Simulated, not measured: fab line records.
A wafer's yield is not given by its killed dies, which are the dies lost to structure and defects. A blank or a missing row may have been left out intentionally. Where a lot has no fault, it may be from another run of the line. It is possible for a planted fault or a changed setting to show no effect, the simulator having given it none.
A lot that was struck, set against a sound lot ; flow nand_harc ; 14 out of 1159 route steps
Sound: these wafers, L391.3, L391.5, L391.6. Struck: wafers L402.2, L402.5. (L402.6 of the same lot was not struck and is left out.) The cause comes at the end.
Each step with rows lists, per side, the tool, then ch with its chambers, then its first start. Under that, the readings that differ: sound wafers ; struck wafers ; difference of the means ; sigmas: that difference in standard deviations of wafers without a fault.
alike: words and numbers the same on both sides, and readings whose means are apart by under 2 such deviations; not compared: readings that were withheld, readings missing a value for some wafer, numbers with overlapping values and no deviation given by the record, and bounds like >300 which may hide the same value.
Wherever a step has rows on one side only, a row that says differs or no value, or a row with sigmas, the two part there. Non-overlapping numbers with no deviation appear without sigmas and do not part them. A reading missing from all wafers of one side parts the sides only when that side holds two or more wafers.

first, 4 steps without rows for these wafers: NHARC_A_WL_FILL_STRIP_28 (strips in post etch residue remover, time 1200 s); NHARC_A_WL_FILL_PRECLEAN_06 (cleans in DIW, time 300 s); NHARC_A_WL_FILL_SRD_07; NHARC_A_WL_FILL_ANNEAL_08 (time 1800 s).
NHARC_A_WL_FILL_ALD_10: deposits SiO2, target thk 50 nm, pulse time 10 s, ald cycles 500.
  sound on ald_hk-01 ch 1,2,3, day 16 14:07; struck on ald_hk-01 ch 0,2, day 19 21:31
  alike: heater_power_w, precursor_pulse_height_rel
NHARC_A_WL_FILL_ETCHBACK_16: etches the open film in C4F8/O2/Ar, target depth 88 nm, time 17.6 s.
  sound: rie_diel-13 ch 1,2,3; struck: rie_diel-09 ch 3
  alike: oes_product_au, rf_vpp_V
  not compared: rf_hours_counter_h
NHARC_A_WL_FILL_STRIP_29: strips in O2, time 20 s.
  sound on rie_diel-13 ch 2,3, day 16 17:17; struck on rie_diel-09 ch 1,3, day 20 00:43
  alike: drypump_motor_current_A, mfc_ar_sccm, oes_product_au, rf_vpp_V, showerhead_plenum_p_Torr, throttle_valve_pct
  not compared: rf_hours_counter_h
NHARC_A_WL_FILL_ETCHBACK_17: etches the open film in Cl2/BCl3, target depth 4 nm, time 26.7 s.
  sound on rie_metal-01 ch 0,1, day 16 17:26; struck on rie_metal-01 ch 0,1, day 20 00:48
  alike: drypump_motor_current_A, oes_product_au
  not compared: rf_hours_counter_h
then, 3 steps without rows for these wafers: NHARC_A_WL_FILL_PRECLEAN_18 (cleans in dHF, time 30 s); NHARC_A_WL_FILL_SRD_21; NHARC_A_WL_FILL_CVD_23 (deposits poly-Si, target thk 40 nm, time 800 s).
NHARC_A_WL_FILL_ETCHBACK_26: etches the open film in HBr, target depth 52 nm, time 13.3 s.
  sound on rie_si-01 ch 0,1,2, day 16 22:34; struck on rie_si-01 ch 2,3, day 20 05:50
reading;sound;struck;difference;sigmas
oes_product_au (a.u.);0.992 1.002 0.993;0.856 0.873;-0.131;-14
  alike: drypump_motor_current_A, throttle_valve_pct
  not compared: rf_hours_counter_h
then, 1 step without rows for these wafers: NHARC_A_WL_FILL_PRECLEAN_30 (cleans in dHF, time 10 s).
-- record jumps: 4 days between struck wafers' starts before vs after; left off in module A_WL_FILL, resumes in module END, first step shown is number 1159 of the route --
NHARC_END_SORT_01:
  sound on prober-01 ch 0, day 20 13:44; struck on prober-01 ch 0, day 24 06:43
  alike: killed_at_array, killed_at_other, killed_at_periphery, killed_dies, killed_open, killed_short

== WHERE THEY PART ==
Only at NHARC_A_WL_FILL_ETCHBACK_26, within this record. Later steps at which nothing parts them and some readings are alike: NHARC_END_SORT_01.

WHY: what the simulator had put in
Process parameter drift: rie_si-01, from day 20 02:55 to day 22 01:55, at NHARC_A_WL_FILL_ETCHBACK_26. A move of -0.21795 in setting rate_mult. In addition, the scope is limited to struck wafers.
